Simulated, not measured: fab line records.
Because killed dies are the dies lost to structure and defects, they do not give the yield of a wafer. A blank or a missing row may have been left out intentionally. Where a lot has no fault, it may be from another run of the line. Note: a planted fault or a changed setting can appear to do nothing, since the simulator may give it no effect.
fab line records	flow nand_harc
[record] lots = 11	wafers = 33	last_day = 24
route steps=1159 shown P_ZERO_WELL@16 P_GATE@145
lots that met no fault: from a run of the same line without faults
start_h: start of the lot's first displayed wafer, in hours after the record's first day	wait_h: hours from the lot's prior step to this one	" identical to the entry in the row above	L1.1+2: a single row standing in for several wafers	- no value present, or no start provided	* or withheld: withheld	< > ~ a bound
route shown NAME@n: names a module that has steps shown in the file, with the first one's number in the route	usual: average and standard deviation across the fault-free wafers	same: alike in all rows	chamber/n: place in a boat	sites: each site's reading	_std_site: how widely they spread, as a standard deviation	_edge_site: the outer-site mean with the inner-site mean subtracted	radius_mm: for every site, how far away it sits from the centre of the wafer	mask NAME#n: copy n	behind: the tool/chamber that last shaped the wafer	hold: reason for holding the lot/hours on hold/outcome of the hold	device: which transistor (n, p or np) failed to switch	end of line: the same wafers' tests at the end of the route	a step given without rows: its recipe and nothing more	killed: count of dies lost to structure and defects at first sort (not the wafer's yield)	map: a wafer's dies, marking killed ones x, the rest . and places with no die _
set.NAME: the setting that was run; set.NAME@STEP: the one run at that earlier step	model.NAME: the simulator's own value behind a step, which no gauge read
one table for each step of the route and one row for each wafer, over a sample of lots
services: from which hour (start_h, from the record's first day; less than 0 if before it) a tool's chamber was out of use, for how many hours, and why
[[steps]]
[step NHARC_P_ZERO_WELL_DESCUM_13]
[recipe] time_s = 3	o2_flow_sccm = 200	ar_flow_sccm = 0	bias_power_w = 0	chemistry = O2
[usual] chamber_pressure_mTorr = 60.02/0.2	drypump_motor_current_A = 5.6/0.41	oes_product_au = 1.000/0.0075	rf_vpp_V = 57.8/0.9	showerhead_plenum_p_Torr = 1.92/0.096	throttle_valve_pct = 11.310/0.009
lot.wafer	tool	chamber	start_h	wait_h	chamber_pressure_mTorr	drypump_motor_current_A	oes_product_au	rf_hours_counter_h	rf_vpp_V	showerhead_plenum_p_Torr	throttle_valve_pct
L167.1	rie_diel-07	3	13.41	-	59.99	5.1	0.999	6	58.8	2.04	11.320
L167.6	"	1	"	"	59.99	5.2	1.002	-	57.6	1.85	11.328
L167.5	"	2	"	"	60.01	5.6	0.989	-	57.7	1.88	11.313
L168.2	rie_diel-04	1	19.50	-	59.98	5.3	0.984	6	56.9	2.01	11.310
L168.4	"	2	"	"	60.01	6.4	1.005	5	58.6	1.89	11.312
L168.1	"	0	"	"	59.94	5.7	1.002	6	56.5	2.06	11.314
L174.1	rie_diel-04	0	55.41	-	59.91	5.7	1.003	8	59.0	2.06	11.302
L174.5	"	2	"	"	59.87	6.4	1.000	-	58.4	1.89	11.319
L174.6	"	3	"	"	60.04	6.4	1.009	-	57.3	1.84	11.297
L175.3	rie_diel-04	1	61.31	-	59.91	5.3	1.001	8	58.3	2.01	11.313
L175.1	"	2	"	"	59.97	6.4	1.010	8	57.9	1.89	11.317
L175.6	"	1	"	"	60.06	5.3	1.004	-	57.9	2.01	11.303
L176.4	rie_diel-04	3	67.66	-	60.02	6.5	0.992	8	58.1	1.84	11.299
L176.5	"	0	"	"	60.02	5.7	1.001	-	59.9	2.06	11.318
L176.6	"	1	"	"	59.93	5.3	0.992	-	57.8	2.01	11.313
L177.1	rie_diel-07	0	73.29	-	59.89	6.0	1.004	1	58.6	1.84	11.310
L177.4	"	1	"	"	60.02	5.2	0.994	1	56.5	1.85	11.312
L177.6	"	3	"	"	60.01	5.1	0.997	-	58.0	2.04	11.304
L185.1	rie_diel-10	2	121.52	-	60.04	5.5	1.007	8	58.4	2.06	11.307
L185.6	"	1	"	"	60.09	6.0	1.008	-	58.3	1.79	11.306
L185.5	"	2	"	"	60.03	5.5	1.008	-	57.8	2.06	11.285
L186.4	rie_diel-07	1	127.40	-	59.93	5.2	1.007	4	57.5	1.85	11.326
L186.1	"	2	"	"	59.96	5.5	1.000	4	57.3	1.87	11.326
L186.2	"	3	"	"	60.05	5.1	0.993	4	59.0	2.04	11.314
L188.1	rie_diel-04	1	139.40	-	59.93	5.3	0.994	1	58.7	2.01	11.312
L188.6	"	0	"	"	59.99	5.8	1.004	-	58.3	2.06	11.305
L188.5	"	1	"	"	59.87	5.3	0.995	-	58.9	2.01	11.312
L189.3	rie_diel-10	0	145.28	-	60.09	5.6	0.985	12	58.4	2.05	11.317
L189.4	"	1	"	"	59.93	5.9	0.998	12	59.4	1.79	11.303
L189.6	"	0	"	"	59.94	5.6	1.003	-	58.9	2.05	11.285
L190.3	rie_diel-10	3	151.28	-	60.00	5.6	1.006	13	57.3	1.86	11.307
L190.6	"	2	"	"	59.89	5.5	1.007	-	57.8	2.06	11.312
L190.5	"	3	"	"	60.01	5.6	0.999	-	57.4	1.86	11.301
[step NHARC_P_ZERO_WELL_PEB_22]
[recipe] peb_temp_c = 118	peb_time_s = 85
[usual] heater_power_total_W = 163.97/0.27	plate_temp_C = 117.98/0.14
lot.wafer	tool	chamber	start_h	wait_h	heater_power_total_W	plate_temp_C
L167.1	litho_track-03	0	14.49	0.1	163.66	118.06
L167.5	"	0	"	"	164.07	117.98
L167.6	"	0	"	"	164.47	117.85
L168.1	litho_track-03	0	20.60	0.1	164.37	117.68
L168.2	"	0	"	"	163.62	117.84
L168.4	"	0	"	"	164.26	117.72
L174.1	litho_track-03	0	56.37	0.1	163.77	117.72
L174.5	"	0	"	"	164.12	117.90
L174.6	"	0	"	"	163.73	117.87
L175.1	litho_track-03	0	62.41	0.1	168.32	120.53
L175.3	"	0	"	"	169.00	120.54
L175.6	"	0	"	"	169.09	120.53
L176.4	litho_track-03	0	68.73	0.0	169.22	120.41
L176.5	"	0	"	"	169.28	120.36
L176.6	"	0	"	"	168.94	120.48
L177.1	litho_track-03	0	74.37	0.1	168.53	120.39
L177.4	"	0	"	"	168.56	120.67
L177.6	"	0	"	"	168.27	120.55
L185.1	litho_track-05	0	122.61	0.1	164.09	117.83
L185.5	"	0	"	"	163.62	118.16
L185.6	"	0	"	"	163.75	118.17
L186.1	litho_track-07	0	128.49	0.1	163.66	118.01
L186.2	"	0	"	"	164.07	117.97
L186.4	"	0	"	"	163.75	118.04
L188.1	litho_track-07	0	140.49	0.1	164.19	117.84
L188.5	"	0	"	"	164.51	117.95
L188.6	"	0	"	"	163.68	117.74
L189.3	litho_track-05	0	146.69	0.1	163.68	117.94
L189.4	"	0	"	"	164.17	117.91
L189.6	"	0	"	"	164.46	118.03
L190.3	litho_track-05	0	152.38	0.0	164.18	117.95
L190.5	"	0	"	"	163.74	117.86
L190.6	"	0	"	"	164.35	118.00
[step NHARC_P_ZERO_WELL_DESCUM_26]
[recipe] time_s = 3	o2_flow_sccm = 200	ar_flow_sccm = 0	bias_power_w = 0	chemistry = O2
[usual] chamber_pressure_mTorr = 60.01/0.058	drypump_motor_current_A = 5.7/0.38	oes_product_au = 1.002/0.0079	rf_vpp_V = 57.8/0.92	showerhead_plenum_p_Torr = 1.93/0.1	throttle_valve_pct = 11.312/0.0084
lot.wafer	tool	chamber	start_h	wait_h	chamber_pressure_mTorr	drypump_motor_current_A	oes_product_au	rf_hours_counter_h	rf_vpp_V	showerhead_plenum_p_Torr	throttle_valve_pct
L167.1	rie_diel-07	3	14.75	-	60.03	5.2	0.991	6	59.6	2.04	11.302
L167.6	"	3	"	"	60.00	5.2	0.991	-	59.1	2.04	11.296
L167.5	"	0	"	"	59.89	5.9	0.986	-	58.0	1.84	11.304
L168.4	rie_diel-10	0	20.85	-	59.90	5.6	1.007	1	58.3	2.06	11.313
L168.2	"	2	"	"	60.12	5.5	1.010	1	56.9	2.07	11.315
L168.1	"	3	"	"	59.96	5.6	1.012	0	59.3	1.87	11.310
L174.1	rie_diel-04	2	56.65	-	59.99	6.4	1.007	7	56.5	1.89	11.312
L174.6	"	0	"	"	60.06	5.7	1.010	-	57.9	2.06	11.314
L174.5	"	1	"	"	60.01	5.3	1.003	-	57.5	2.01	11.317
L175.3	rie_diel-10	2	62.68	-	60.07	5.5	1.010	4	58.4	2.06	11.298
L175.1	"	0	"	"	59.99	5.7	1.006	4	58.5	2.06	11.304
L175.6	"	1	"	"	59.96	5.9	1.008	-	57.6	1.79	11.301
L176.4	rie_diel-07	2	68.98	-	60.08	5.5	0.991	1	57.8	1.88	11.323
L176.6	"	2	"	"	59.96	5.5	1.005	-	58.2	1.88	11.329
L176.5	"	3	"	"	59.95	5.2	0.998	-	58.1	2.04	11.316
L177.1	rie_diel-04	1	74.63	-	60.00	5.3	0.986	9	59.1	2.01	11.309
L177.4	"	2	"	"	59.98	6.4	1.011	8	58.5	1.89	11.315
L177.6	"	0	"	"	60.01	5.7	1.002	-	57.6	2.06	11.325
L185.1	rie_diel-10	2	122.88	-	60.01	5.5	0.991	8	58.1	2.06	11.326
L185.6	"	0	"	"	59.93	5.6	1.003	-	59.3	2.05	11.322
L185.5	"	1	"	"	59.88	5.9	1.002	-	58.3	1.79	11.314
L186.4	rie_diel-10	0	128.74	-	60.05	5.6	0.996	10	58.3	2.05	11.317
L186.1	"	1	"	"	60.01	5.9	1.001	11	56.5	1.79	11.313
L186.2	"	3	"	"	59.94	5.6	1.004	11	57.7	1.87	11.317
L188.1	rie_diel-04	2	140.77	-	59.89	6.4	0.996	1	57.3	1.89	11.301
L188.5	"	0	"	"	60.01	5.7	1.001	-	59.0	2.06	11.324
L188.6	"	1	"	"	60.02	5.3	0.994	-	58.3	2.01	11.326
L189.4	rie_diel-07	2	146.96	-	59.94	5.5	1.006	5	57.6	1.87	11.313
L189.3	"	3	"	"	60.10	5.2	0.998	5	57.9	2.04	11.304
L189.6	"	0	"	"	60.07	6.0	0.999	-	57.6	1.84	11.309
L190.3	rie_diel-04	0	152.63	-	59.95	5.7	0.995	2	57.5	2.06	11.307
L190.6	"	0	"	"	60.00	5.7	1.010	-	57.0	2.06	11.309
L190.5	"	1	"	"	60.02	5.3	0.998	-	58.9	2.01	11.313
[step NHARC_P_GATE_ETCH_104]
[recipe] target_depth_a = 600	time_s = withheld	cf4_flow_sccm = 100	chf3_flow_sccm = 30	ar_flow_sccm = 0	rf_w = 500	bias_w = 200	chemistry = CF4/CHF3
[usual] chamber_pressure_mTorr = 24.999/0.023	drypump_motor_current_A = 5.8/0.48	oes_product_au = 0.938/0.017	rf_vpp_V = 371.2/2.5	showerhead_plenum_p_Torr = 1.59/0.071	throttle_valve_pct = 16.802/0.0094
lot.wafer	tool	chamber	start_h	wait_h	chamber_pressure_mTorr	drypump_motor_current_A	oes_product_au	rf_vpp_V	showerhead_plenum_p_Torr	throttle_valve_pct
L167.1	rie_diel-05	1	86.58	0.1	25.004	5.9	0.974	373.1	1.67	16.794
L167.5	"	3	"	"	25.018	6.2	0.962	371.0	1.61	16.799
L167.6	"	0	"	"	25.006	6.1	0.969	374.2	1.69	16.817
L168.2	rie_diel-06	1	93.43	0.1	25.004	5.4	0.924	368.8	1.48	16.807
L168.1	"	0	"	"	24.995	5.3	0.923	370.6	1.57	16.795
L168.4	"	3	"	"	25.044	6.7	0.927	371.3	1.66	16.783
L175.1	rie_diel-13	1	132.80	0.2	25.039	6.2	0.936	371.2	1.55	16.801
L175.3	"	2	"	"	25.025	5.8	0.938	372.0	1.60	16.804
L175.6	"	1	"	"	25.017	6.2	0.934	370.4	1.55	16.804
L174.1	rie_diel-06	3	133.18	0.1	24.999	6.6	0.954	374.0	1.66	16.808
L174.5	"	2	"	"	25.057	5.0	0.953	374.3	1.66	16.803
L174.6	"	3	"	"	24.991	6.6	0.952	373.8	1.66	16.810
L176.4	rie_diel-05	2	148.55	0.1	25.010	5.6	0.970	370.2	1.59	16.801
L176.5	"	0	"	"	24.993	6.1	0.977	374.1	1.68	16.801
L176.6	"	1	"	"	24.965	5.9	0.977	374.6	1.67	16.807
L177.1	rie_diel-13	0	153.45	0.1	25.022	5.9	0.927	365.7	1.47	16.791
L177.6	"	0	"	"	24.994	5.9	0.928	367.6	1.47	16.800
L177.4	"	2	"	"	24.999	5.8	0.930	371.5	1.60	16.808
L186.1	rie_diel-06	0	204.28	0.1	24.990	5.3	0.939	371.7	1.56	16.786
L186.4	"	1	"	"	24.996	5.4	0.942	364.9	1.48	16.805
L186.2	"	2	"	"	24.999	5.0	0.938	373.2	1.65	16.797
L185.1	rie_diel-13	1	204.52	0.2	25.026	6.2	0.934	370.5	1.54	16.801
L185.6	"	1	"	"	25.025	6.2	0.937	370.2	1.54	16.788
L185.5	"	0	"	"	24.958	5.9	0.938	367.5	1.47	16.809
L188.1	rie_diel-13	0	210.26	0.1	24.991	5.9	0.963	367.9	1.47	16.795
L188.6	"	2	"	"	25.013	5.8	0.964	370.1	1.59	16.818
L188.5	"	0	"	"	24.995	5.9	0.966	366.0	1.47	16.803
L189.4	rie_diel-05	0	221.08	0.1	25.004	6.1	0.984	374.7	1.68	16.808
L189.3	"	3	"	"	24.996	6.2	0.955	370.3	1.60	16.795
L189.6	"	0	"	"	24.977	6.1	0.970	373.6	1.68	16.798
L190.3	rie_diel-13	2	221.11	0.1	24.982	5.8	0.925	371.0	1.59	16.796
L190.6	"	0	"	"	24.990	5.9	0.923	367.1	1.47	16.783
L190.5	"	2	"	"	25.021	5.8	0.923	372.6	1.59	16.799
[[services]]
tool	chamber	start_h	hours	kind
rie_diel-10	-	-0.50	9.0	pm
rie_diel-13	3	15.25	8.9	repair
rie_diel-13	2	17.78	7.8	repair
rie_diel-13	0	24.20	6.0	repair
rie_diel-04	1	35.42	5.6	repair
litho_track-03	-	38.00	7.0	pm
rie_diel-07	-	51.47	9.0	pm
rie_diel-04	-	60.99	0.2	repair
litho_track-05	-	62.00	7.0	pm
rie_diel-10	2	63.48	14.2	repair
rie_diel-06	-	64.20	9.0	pm
rie_diel-13	-	99.07	9.0	pm
rie_diel-07	-	100.70	0.1	repair
rie_diel-04	-	111.90	9.0	pm
rie_diel-07	2	118.57	8.7	repair
rie_diel-04	3	122.99	3.2	repair
rie_diel-13	3	135.60	88.1	repair
rie_diel-04	-	168.34	0.5	repair
rie_diel-10	-	176.50	9.0	pm
rie_diel-13	2	181.36	1.6	repair
rie_diel-13	2	191.41	6.1	repair
rie_diel-13	-	193.39	0.4	repair
litho_track-03	-	213.00	7.0	pm
rie_diel-13	1	219.31	4.5	repair
[[key]]
[first_sign] step = NHARC_P_ZERO_WELL_PEB_22	reading = plate_temp_C	direction = up	sigmas = 18	usual = *	struck = *
[effect] step = NHARC_P_ZERO_WELL_PEB_22	reading = heater_power_total_W	direction = up	sigmas = 18	usual = *	struck = *
met_at NHARC_P_ZERO_WELL_PEB_22
struck_lots L175,L176,L177
tester_left_out L175,L176,L177
not_acting_at NHARC_P_ZERO_WELL_DESCUM_13,NHARC_P_ZERO_WELL_DESCUM_26,NHARC_P_GATE_ETCH_104
onset_between 56.37 62.41
[fault] kind = process_parameter_drift	tool = litho_track-03	chamber = -	onset_h = 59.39	steps = NHARC_P_ZERO_WELL_PEB_22	channel = peb_temp_c	offset = *	shape = step	end_h = 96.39	acts_in = *	stated = *
// tester_left_out: of these lots the tester's yield and bins aren't shown, on N5 and GAA mostly nor the transistor test; their killed dies are dies lost to structure and defects alone, not to doping, threshold or leakage, so they don't give the yield
